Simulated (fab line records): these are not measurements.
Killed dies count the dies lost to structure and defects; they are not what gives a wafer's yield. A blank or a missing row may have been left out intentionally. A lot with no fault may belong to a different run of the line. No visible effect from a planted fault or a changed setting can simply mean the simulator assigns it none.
Chamber matching | flow nandHarc | NHARC_P_GATE_DESCUM_48 on rieDiel-11: 4 sister chambers
The step chemistry O2, time 3 s. 27 wafers are shown with their chamber, then 12 later ones without.

## WAFERS WITH THEIR CHAMBER
wafer  | chamber | showerheadPlenumPTorr (Torr) | drypumpMotorCurrentA (A) | oesProductAu (a.u.)
L074.2 | 1       | 1.94                         | 6.6                      | 1.010
L074.3 | 0       | 2.04                         | 5.9                      | 0.988
L074.5 | 1       | 1.94                         | 6.6                      | 1.008
L075.2 | 2       | 1.87                         | 4.8                      | 0.975
L075.3 | 3       | 1.88                         | 6.3                      | 1.007
L075.4 | 1       | 1.94                         | 6.6                      | 0.996
L080.4 | 3       | 1.88                         | 6.3                      | 1.006
L080.5 | 0       | 2.04                         | 6.0                      | 1.002
L080.6 | 3       | 1.88                         | 6.3                      | 1.016
L081.3 | 1       | 1.94                         | 6.6                      | 0.988
L081.4 | 0       | 2.04                         | 5.9                      | 1.004
L081.6 | 0       | 2.04                         | 5.9                      | 0.989
L082.1 | 2       | 1.86                         | 4.8                      | 0.971
L082.4 | 1       | 1.94                         | 6.6                      | 0.991
L082.5 | 2       | 1.86                         | 4.8                      | 0.979
L083.1 | 2       | 1.86                         | 4.8                      | 0.974
L083.2 | 3       | 1.88                         | 6.3                      | 0.994
L083.6 | 0       | 2.04                         | 5.9                      | 0.983
L086.2 | 3       | 1.88                         | 6.3                      | 1.003
L086.3 | 2       | 1.86                         | 4.8                      | 0.981
L086.5 | 2       | 1.86                         | 4.8                      | 0.976
L087.4 | 3       | 1.88                         | 6.3                      | 1.016
L087.5 | 3       | 1.88                         | 6.3                      | 1.011
L087.6 | 2       | 1.86                         | 4.8                      | 0.971
L090.3 | 2       | 1.86                         | 4.8                      | 1.000
L090.5 | 2       | 1.86                         | 4.8                      | 0.993
L090.6 | 3       | 1.88                         | 6.3                      | 0.996

SIGNATURES (means of the wafers above)
reading               | chamber 0 | chamber 1 | chamber 2 | chamber 3 | scatter within a chamber
showerheadPlenumPTorr | 2.0400    | 1.9400    | 1.8611    | 1.8800    | 0.00197
drypumpMotorCurrentA  | 5.920     | 6.600     | 4.800     | 6.300     | 0.0187
oesProductAu          | 0.99320   | 0.99860   | 0.98000   | 1.00612   | 0.00939
Rule: distance of a wafer from a chamber = root of the sum over the readings of ((wafer's reading minus chamber's mean) / reading's scatter) squared. If the next closest chamber is less than 2 further off than the closest, the wafer can't be placed; otherwise it belongs to the closest. How the scatter is found: for the shown wafers, subtract from each reading the mean of its chamber, square and add these, divide the total by (wafers less chambers), then take the root.

## WAFERS MISSING THEIR CHAMBER
wafer  | showerheadPlenumPTorr (Torr) | drypumpMotorCurrentA (A) | oesProductAu (a.u.)
L092.3 | 2.04                         | 5.9                      | 0.987
L092.4 | 1.88                         | 6.3                      | 0.999
L092.6 | 1.86                         | 4.8                      | 0.987
L094.4 | 2.04                         | 5.9                      | 1.000
L094.5 | 1.86                         | 4.8                      | 1.016
L094.6 | 1.88                         | 6.3                      | 1.011
L095.1 | 1.93                         | 6.6                      | 0.990
L095.5 | 2.04                         | 5.9                      | 1.001
L095.6 | 1.93                         | 6.6                      | 0.980
L097.1 | 2.03                         | 5.9                      | 0.998
L097.3 | 1.86                         | 4.8                      | 1.002
L097.6 | 1.87                         | 6.3                      | 1.008

## WHICH CHAMBER EACH ONE RAN IN
wafer  | from the rows above | in truth
L092.3 | 0                   | 0
L092.4 | 3                   | 3
L092.6 | 2                   | 2
L094.4 | 0                   | 0
L094.5 | 2                   | 2
L094.6 | 3                   | 3
L095.1 | 1                   | 1
L095.5 | 0                   | 0
L095.6 | 1                   | 1
L097.1 | 0                   | 0
L097.3 | 2                   | 2
L097.6 | 3                   | 3
Correctly placed: 12 of 12. Left unplaced by these rows: 0. 0 placed wrongly.
